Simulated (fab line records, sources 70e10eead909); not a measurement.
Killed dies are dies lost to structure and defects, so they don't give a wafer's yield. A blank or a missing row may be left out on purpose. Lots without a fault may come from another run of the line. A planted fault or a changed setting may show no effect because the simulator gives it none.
Chamber matching | flow nand_harc | NHARC_P_M2_DEP_33 on pecvd-02: 3 sister chambers
The step deposits SiCN, target thk 30 nm. 6 wafers are shown with their chamber, then 8 later ones without.

WAFERS WITH THEIR CHAMBER
wafer  | chamber | heater_power_w (W)
L082.4 | 2       | 558
L083.1 | 2       | 516
L085.1 | 1       | 638
L085.3 | 0       | 525
L085.6 | 0       | 534
L087.1 | 1       | 586

WAFERS WITHOUT THEIR CHAMBER
wafer  | heater_power_w (W)
L087.2 | 518
L087.4 | 593
L090.3 | 559
L090.5 | 535
L090.6 | 561
L091.3 | 502
L091.4 | 542
L091.5 | 514

WHICH CHAMBER EACH WENT THROUGH
wafer  | from the rows above          | in truth
L087.2 | can't be placed: 0 or 2      | 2
L087.4 | can't be placed: 1 or 2 or 0 | 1
L090.3 | can't be placed: 2 or 0 or 1 | 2
L090.5 | can't be placed: 2 or 0      | 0
L090.6 | can't be placed: 2 or 0 or 1 | 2
L091.3 | can't be placed: 0 or 2      | 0
L091.4 | can't be placed: 2 or 0      | 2
L091.5 | can't be placed: 0 or 2      | 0
Placed correctly: 0 of 8. Can't be placed from these rows: 8 (the true chamber is among the candidates in 8). Placed wrongly: 0.
How it was worked out, from the rows above alone: a wafer's distance from a chamber is the root of the sum, over the readings, of the square of ((its reading less the chamber's mean) divided by the reading's scatter). The wafer belongs to the nearest chamber; if the next one is less than 2 further off, it can't be placed. A chamber's mean is the mean of its shown wafers. The scatter: the root of (the sum of the squares of (reading less its chamber's mean) over the shown wafers, divided by (wafers less chambers)).
